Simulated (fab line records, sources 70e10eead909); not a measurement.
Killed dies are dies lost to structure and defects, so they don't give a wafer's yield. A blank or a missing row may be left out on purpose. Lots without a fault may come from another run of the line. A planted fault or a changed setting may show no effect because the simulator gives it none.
Which tool did it? | flow nand_harc | 12 lots, 36 wafers sampled, at 5 steps of a route of 1159

WHAT THE GAUGES READ, wafer by wafer
NHARC_END_SORT_01. Usual: killed_at_array 26, standard deviation 8.6; killed_at_other 0.7, standard deviation 0.97; killed_at_periphery 3.2, standard deviation 2.2; killed_dies 30, standard deviation 8.9; killed_open 3.1, standard deviation 1.8; killed_short 2.2, standard deviation 1.8.
lot  | measured     | on        | killed_at_array | killed_at_other | killed_at_periphery | killed_dies | killed_open | killed_short | flag
L755 | day 19 18:58 | prober-01 | 37 29 33        | 1 1 3           | 3 2 14              | 41 32 50    | 3 0 3       | 0 1 1        |
L758 | day 20 17:52 | prober-01 | 41 35 33        | 2 0 1           | 5 3 1               | 48 38 35    | 3 3 3       | 0 0 0        |
L769 | day 23 12:31 | prober-02 | 30 35 25        | 1 0 0           | 1 2 1               | 32 37 26    | 4 2 0       | 0 5 1        |
L771 | day 23 20:16 | prober-01 | 29 23 22        | 0 0 0           | 4 4 1               | 33 27 23    | 3 1 2       | 2 0 0        |
L772 | day 25 06:07 | prober-02 | 19 21 22        | 1 0 0           | 2 6 0               | 22 27 22    | 1 0 4       | 2 4 1        |
L775 | day 25 04:28 | prober-01 | 11 9 14         | 0 1 2           | 3 4 2               | 14 14 18    | 1 1 8       | 2 2 2        |

WHICH TOOL RAN EACH LOT (tool, then ch and the chambers of the sampled wafers, then the start)
lot  | NHARC_A_CHANNEL_HOLE_D1_ETCH_20  | NHARC_A_CHANNEL_HOLE_D1_ETCH_22  | NHARC_A_CHANNEL_FILL_D1_ALD_16   | NHARC_A_CHANNEL_FILL_D1_ETCHBACK_08
L755 | har_etch-01 ch 0,1, day 8 23:59  | har_etch-01 ch 0,1, day 9 00:44  | ald_hk-02 ch 0,1, day 9 18:14    | rie_diel-12 ch 1,2,3, day 19 18:58 or earlier
L756 | har_etch-02 ch 0,1, day 9 09:32  | har_etch-02 ch 0,1, day 9 10:20  | ald_hk-02 ch 0,1,2, day 10 03:39 | rie_diel-03 ch 0,2, no start
L758 | har_etch-01 ch 0,1, day 9 15:52  | har_etch-01 ch 0,1, day 9 16:42  | ald_hk-03 ch 0,2,3, day 10 10:10 | rie_diel-12 ch 1,3, day 20 17:52 or earlier
L757 | har_etch-02 ch 0,1, day 9 16:01  | har_etch-02 ch 0,1, day 9 16:47  | ald_hk-02 ch 1,2,3, day 10 10:11 | rie_diel-07 ch 1,2, no start
L760 | har_etch-01 ch 0,1, day 10 06:42 | har_etch-01 ch 0,1, day 10 07:26 | ald_hk-03 ch 0,1,2, day 11 01:59 | rie_diel-12 ch 0,1,3, no start
L764 | har_etch-02 ch 0,1, day 11 13:31 | har_etch-02 ch 0,1, day 11 14:16 | ald_hk-02 ch 0,1,3, day 12 06:43 | rie_diel-12 ch 1,2,3, no start
L769 | har_etch-02 ch 1, day 12 12:29   | har_etch-02 ch 1, day 12 13:17   | ald_hk-02 ch 0,2,3, day 13 06:39 | rie_diel-12 ch 0,1,2, day 23 12:31 or earlier
L771 | har_etch-01 ch 0,1, day 12 19:13 | har_etch-01 ch 0,1, day 12 19:58 | ald_hk-02 ch 0,2, day 13 14:49   | rie_diel-03 ch 0,3, day 23 20:16 or earlier
L773 | har_etch-02 ch 0,1, day 13 22:17 | har_etch-02 ch 0,1, day 13 23:02 | ald_hk-04 ch 0,2,3, day 14 20:57 | rie_diel-12 ch 0,2,3, no start
L774 | har_etch-02 ch 0,1, day 14 02:28 | har_etch-02 ch 0,1, day 14 03:13 | ald_hk-02 ch 1,2,3, day 14 20:59 | rie_diel-03 ch 0,1,3, no start
L772 | har_etch-02 ch 0,1, day 14 06:41 | har_etch-02 ch 0,1, day 14 07:32 | ald_hk-02 ch 0,1,2, day 15 00:36 | rie_diel-12 ch 1,2,3, day 25 06:07 or earlier
L775 | har_etch-01 ch 0,1, day 14 10:07 | har_etch-01 ch 0,1, day 14 10:52 | ald_hk-02 ch 0,1, day 15 04:26   | rie_diel-07 ch 1,2,3, day 25 04:28 or earlier
- NHARC_A_CHANNEL_HOLE_D1_ETCH_20: etches the open film in C4F8/O2/Ar, time 361.9 s, target depth 1600 nm.
- NHARC_A_CHANNEL_HOLE_D1_ETCH_22: etches the open film in C4F8/O2/Ar, time 666.7 s, target depth 1600 nm.
- NHARC_A_CHANNEL_FILL_D1_ALD_16: deposits SiO2, target thk 1.5 nm, pulse time 10 s, ald cycles 15.
- NHARC_A_CHANNEL_FILL_D1_ETCHBACK_08: etches the open film in C4F8, target depth 220 nm, time 110 s.

WHAT THE TOOLS THEMSELVES READ (means of the sampled wafers that have a number; where no wafer has one, the mark that the record gives instead)
NHARC_A_CHANNEL_HOLE_D1_ETCH_20. Usual: drypump_motor_current_A 5.4 A, standard deviation 0.48; esc_clamp_current_uA 0.0209, standard deviation 0.0005; mfc_ar_sccm 375.1 sccm, standard deviation 1.2; showerhead_plenum_p_Torr 3.70 Torr, standard deviation 0.14; throttle_valve_pct 32.155 %, standard deviation 0.009.
lot  | tool        | drypump_motor_current_A (A) | esc_clamp_current_uA | mfc_ar_sccm (sccm) | showerhead_plenum_p_Torr (Torr) | throttle_valve_pct (%) | flag
L755 | har_etch-01 | 6.0                         | 0.0215               | 375.6              | 3.57                            | 32.153                 |
L756 | har_etch-02 | 5.0                         | 0.0204               | 375.3              | 3.83                            | 32.153                 |
L758 | har_etch-01 | 5.8                         | 0.0213               | 374.4              | 3.57                            | 32.148                 |
L757 | har_etch-02 | 5.0                         | 0.0204               | 376.1              | 3.83                            | 32.156                 |
L760 | har_etch-01 | 5.8                         | 0.0213               | 375.6              | 3.56                            | 32.147                 |
L764 | har_etch-02 | 5.0                         | 0.0204               | 375.8              | 3.82                            | 32.154                 |
L769 | har_etch-02 | 5.2                         | 0.0209               | 375.4              | 3.85                            | 32.166                 |
L771 | har_etch-01 | 5.8                         | 0.0214               | 375.1              | 3.55                            | 32.156                 |
L773 | har_etch-02 | 5.0                         | 0.0204               | 375.6              | 3.81                            | 32.147                 |
L774 | har_etch-02 | 5.1                         | 0.0207               | 376.7              | 3.82                            | 32.162                 |
L772 | har_etch-02 | 5.0                         | 0.0207               | 374.2              | 3.82                            | 32.158                 |
L775 | har_etch-01 | 5.8                         | 0.0213               | 375.1              | 3.54                            | 32.156                 |

NHARC_A_CHANNEL_HOLE_D1_ETCH_22. Usual: drypump_motor_current_A 5.4 A, standard deviation 0.48; esc_clamp_current_uA 0.0210, standard deviation 0.0005; mfc_ar_sccm 374.8 sccm, standard deviation 1.1; showerhead_plenum_p_Torr 3.70 Torr, standard deviation 0.14; throttle_valve_pct 32.155 %, standard deviation 0.0098.
lot  | tool        | drypump_motor_current_A (A) | esc_clamp_current_uA | mfc_ar_sccm (sccm) | showerhead_plenum_p_Torr (Torr) | throttle_valve_pct (%) | flag
L755 | har_etch-01 | 6.0                         | 0.0215               | 376.1              | 3.57                            | 32.151                 |
L756 | har_etch-02 | 5.0                         | 0.0205               | 375.0              | 3.83                            | 32.152                 |
L758 | har_etch-01 | 5.7                         | 0.0213               | 374.7              | 3.57                            | 32.147                 |
L757 | har_etch-02 | 5.0                         | 0.0205               | 373.7              | 3.83                            | 32.155                 |
L760 | har_etch-01 | 5.8                         | 0.0213               | 375.5              | 3.56                            | 32.164                 |
L764 | har_etch-02 | 5.0                         | 0.0205               | 374.4              | 3.82                            | 32.137                 |
L769 | har_etch-02 | 5.2                         | 0.0208               | 375.4              | 3.85                            | 32.148                 |
L771 | har_etch-01 | 5.8                         | 0.0214               | 374.7              | 3.55                            | 32.163                 |
L773 | har_etch-02 | 5.0                         | 0.0205               | 375.1              | 3.81                            | 32.148                 |
L774 | har_etch-02 | 5.0                         | 0.0207               | 374.9              | 3.82                            | 32.156                 |
L772 | har_etch-02 | 5.0                         | 0.0207               | 374.0              | 3.82                            | 32.165                 |
L775 | har_etch-01 | 5.7                         | 0.0214               | 373.9              | 3.54                            | 32.153                 |

NHARC_A_CHANNEL_FILL_D1_ALD_16. Usual: heater_power_w 523 W, standard deviation 79; precursor_pulse_height_rel 0.999, standard deviation 0.021.
lot  | tool      | heater_power_w (W) | precursor_pulse_height_rel | flag
L755 | ald_hk-02 | 521                | 1.002                      |
L756 | ald_hk-02 | 587                | 1.003                      |
L758 | ald_hk-03 | 427                | 1.009                      |
L757 | ald_hk-02 | 582                | 1.004                      |
L760 | ald_hk-03 | 417                | 0.999                      |
L764 | ald_hk-02 | 548                | 1.004                      |
L769 | ald_hk-02 | 560                | 0.986                      |
L771 | ald_hk-02 | 585                | 1.017                      |
L773 | ald_hk-04 | 523                | 0.980                      |
L774 | ald_hk-02 | 556                | 0.997                      |
L772 | ald_hk-02 | 575                | 1.002                      |
L775 | ald_hk-02 | 543                | 0.999                      |

NHARC_A_CHANNEL_FILL_D1_ETCHBACK_08. Usual: oes_product_au 0.95 a.u., standard deviation 0.037; rf_vpp_V 439.8 V, standard deviation 2.6.
lot  | tool        | oes_product_au (a.u.) | rf_vpp_V (V) | flag
L755 | rie_diel-12 | 0.93                  | 438.5        |
L756 | rie_diel-03 | 0.93                  | 443.0        |
L758 | rie_diel-12 | 1.00                  | 439.1        |
L757 | rie_diel-07 | 1.00                  | 438.3        |
L760 | rie_diel-12 | 0.99                  | 440.9        |
L764 | rie_diel-12 | 0.92                  | 437.6        |
L769 | rie_diel-12 | 0.92                  | 439.9        |
L771 | rie_diel-03 | 0.93                  | 441.3        |
L773 | rie_diel-12 | 0.92                  | 440.6        |
L774 | rie_diel-03 | 0.93                  | 439.6        |
L772 | rie_diel-12 | 1.01                  | 439.7        |
L775 | rie_diel-07 | 0.92                  | 438.0        |

THE ANSWER, worked out from the rows above alone
Rule: a lot is off if the mean of its wafers that have a number lies more than 3 standard deviations from the usual mean. A lot without any number at a reading at which 4 lots or more have one is off too. The other lots that the step has rows for count as sound. The gauges are gone through in route order, then the tools' own readings, and for those a lot's mean is taken as printed above. The first step at which some lot is off is used, and at that step the reading that is off furthest; a lot without a number counts as furthest.
No lot is off at any reading shown: from this, nothing can be told.

WHAT THE SIMULATOR HAD PUT IN
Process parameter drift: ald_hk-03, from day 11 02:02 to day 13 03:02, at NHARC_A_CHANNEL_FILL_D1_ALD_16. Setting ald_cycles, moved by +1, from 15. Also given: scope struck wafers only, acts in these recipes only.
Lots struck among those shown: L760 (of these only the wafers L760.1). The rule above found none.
